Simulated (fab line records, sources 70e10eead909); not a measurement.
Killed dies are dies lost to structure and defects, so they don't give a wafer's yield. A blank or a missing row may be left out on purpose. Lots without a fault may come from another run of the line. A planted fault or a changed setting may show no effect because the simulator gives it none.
Chamber matching | flow nand_harc | NHARC_P_M1_DEP_33 on pecvd-04: 3 sister chambers
The step deposits SiCN, target thk 30 nm. 6 wafers are shown with their chamber, then 7 later ones without.

WAFERS WITH THEIR CHAMBER
wafer  | chamber | heater_power_outer_w (W) | heater_power_w (W)
L076.6 | 2       | 249                      | 520
L083.1 | 2       | 276                      | 527
L083.3 | 0       | 321                      | 556
L083.6 | 0       | 326                      | 549
L088.2 | 1       | 341                      | 616
L088.4 | 1       | 336                      | 619

WAFERS WITHOUT THEIR CHAMBER
wafer  | heater_power_outer_w (W) | heater_power_w (W)
L088.5 | 304                      | 534
L090.2 | 302                      | 542
L090.5 | 305                      | 528
L090.6 | 405                      | 680
L095.1 | 417                      | 734
L095.3 | 274                      | 545
L095.4 | 427                      | 713

WHICH CHAMBER EACH WENT THROUGH
wafer  | from the rows above     | in truth
L088.5 | can't be placed: 2 or 0 | 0
L090.2 | 0                       | 0
L090.5 | 2                       | 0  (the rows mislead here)
L090.6 | 1                       | 1
L095.1 | 1                       | 1
L095.3 | can't be placed: 0 or 2 | 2
L095.4 | 1                       | 1
Placed correctly: 4 of 7. Can't be placed from these rows: 2 (the true chamber is among the candidates in 2). Placed wrongly: 1.
How it was worked out, from the rows above alone: a wafer's distance from a chamber is the root of the sum, over the readings, of the square of ((its reading less the chamber's mean) divided by the reading's scatter). The wafer belongs to the nearest chamber; if the next one is less than 2 further off, it can't be placed. A chamber's mean is the mean of its shown wafers. The scatter: the root of (the sum of the squares of (reading less its chamber's mean) over the shown wafers, divided by (wafers less chambers)).
